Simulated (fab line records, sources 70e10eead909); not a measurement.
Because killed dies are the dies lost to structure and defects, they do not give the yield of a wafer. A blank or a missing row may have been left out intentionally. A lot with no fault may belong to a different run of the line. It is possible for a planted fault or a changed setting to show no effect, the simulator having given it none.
Chamber matching | flow nand harc | 3 sister chambers for NHARC_A_M0_PRE_CLEAN_31 on pecvd-03
The step time 12 s. 3 wafers are shown with their chamber, then 7 later ones without.

WAFERS WITH THEIR CHAMBER
wafer  | chamber | heater power w (W)
L369.4 | 2       | 751
L370.3 | 1       | 615
L370.4 | 0       | 702

WAFERS WITH NO CHAMBER GIVEN
wafer  | heater power w (W)
L370.6 | 700
L372.2 | 757
L372.4 | 529
L372.5 | 723
L373.2 | 735
L373.5 | 587
L373.6 | 725

THE CHAMBER EACH PASSED THROUGH
wafer  | from the rows above     | in truth
L370.6 | can't be placed: 0 or 2 | 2
L372.2 | can't be placed: 2 or 0 | 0
L372.4 | 1                       | 1
L372.5 | can't be placed: 0 or 2 | 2
L373.2 | can't be placed: 2 or 0 | 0
L373.5 | 1                       | 1
L373.6 | can't be placed: 0 or 2 | 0
Placed correctly: 2 of 7. Not placeable from these rows: 5 (in 5, the candidates include the true chamber). Wrongly placed: 0.
How it was worked out, from the rows above alone: a wafer's distance from a chamber is the root of the sum, over the readings, of the square of ((its reading less the chamber's mean) divided by the reading's scatter). If the next closest chamber is less than 2 further off than the closest, the wafer can't be placed; otherwise it belongs to the closest. A chamber's mean is the mean of its shown wafers. The scatter: with one shown wafer a chamber, the root of the mean of the squares of how far each hidden wafer lies from its nearest shown one.
